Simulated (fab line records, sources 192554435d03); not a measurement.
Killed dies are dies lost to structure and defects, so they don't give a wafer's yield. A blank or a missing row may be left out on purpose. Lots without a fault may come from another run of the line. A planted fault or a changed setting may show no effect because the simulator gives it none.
A struck lot beside a sound one | flow n5_finfet | 14 steps out of a route of 1938
Sound: wafers L904.1, L904.3, L904.5. Struck: wafers L903.2, L903.5, L903.6. The cause comes at the end.
At each step with rows: each side's tool, then ch and its chambers, then its first start. Under that, the readings that differ: sound wafers | struck wafers | difference of the means | sigmas: that difference in standard deviations of wafers without a fault.
alike: readings whose means differ by less than 2 such deviations, and words and numbers that are the same on both sides. not compared: withheld readings, readings that some wafer has no value for, bounds like >300 that may hide the same value, and numbers for which the record gives no deviation and whose values overlap.
The two part at a step that has a row with sigmas, a row that says differs or no value, or rows on one side only. Numbers that don't overlap but have no deviation are shown without sigmas and don't part them. A reading that every wafer of one side lacks parts them only if that side has two wafers or more.

first, 1 step without rows for these wafers: N5_BEOL_M12_PRE_CLEAN_52 (time 15 s).
N5_BEOL_M12_DEP_53: deposits SiCN from 3MS/NH3, target thk 30 nm, time 10.5 s.
  sound on pecvd-03 ch 0,1,2, day 12 19:49; struck on pecvd-03 ch 0,1,2, day 12 04:17
  alike: showerhead_plenum_p_Torr, showerhead_vpp_V, throttle_valve_pct
N5_BEOL_M12_RS_MEAS_54: measures by four-point-probe.
  sound on film_metro-01, day 12 19:53; struck on film_metro-02, day 12 04:22
  alike: M12_RS
N5_BEOL_M12_INSPECT_55: inspects for defects (darkfield).
  sound on defect_inspect-01, day 12 19:54; struck on defect_inspect-01, day 12 04:23
  alike: raw_defect_count
N5_BEOL_M13_ILD_DEP_00: deposits SiOC from DEMS/O2, target thk 837.92 nm, time 166.4 s.
  sound on pecvd-04 ch 1,2, day 12 19:56; struck on pecvd-02 ch 0,1,2, day 12 04:25
  alike: heater_power_w, showerhead_plenum_p_Torr, showerhead_vpp_V, throttle_valve_pct
N5_BEOL_M13_THK_MEAS_01:
  sound on film_metro-01, day 12 20:05; struck on film_metro-01, day 12 04:34
  alike: M13_ILD_THK
then, 6 steps without rows for these wafers: N5_BEOL_M13_COAT_58 (time 60 s, resist thk 89 nm); N5_BEOL_M13_COAT_04 (resist thk 400 nm); N5_BEOL_M13_EBR_06; N5_BEOL_M13_SOFTBAKE_05 (time 60 s); N5_BEOL_M13_EXPOSE_07 (exposes mask V12); N5_BEOL_M13_PEB_08 (peb time 90 s).
N5_BEOL_M13_DEVELOP_09: develop time 45 s.
  sound on litho_track-02 ch 0, day 12 20:25; struck on litho_track-02, day 12 04:53
  no value came back on the struck wafers for chill_plate_temp_C (C), develop_time_s (s), exhaust_pa (Pa); on the sound wafers chill_plate_temp_C (C) reads 22.95 23.10 23.07
  reading                                    | sound           | struck            | difference | sigmas
  model.coat_of_BEOL_M13_COAT_04.thk_nm (nm) | 385.8 385 386.6 | 399.8 399.6 399.2 | +13.7      |
then, 1 step without rows for these wafers: N5_BEOL_M13_HARDBAKE_14 (time 120 s).

WHERE THEY PART
Only at N5_BEOL_M13_DEVELOP_09, within this record.

WHY: what the simulator had put in
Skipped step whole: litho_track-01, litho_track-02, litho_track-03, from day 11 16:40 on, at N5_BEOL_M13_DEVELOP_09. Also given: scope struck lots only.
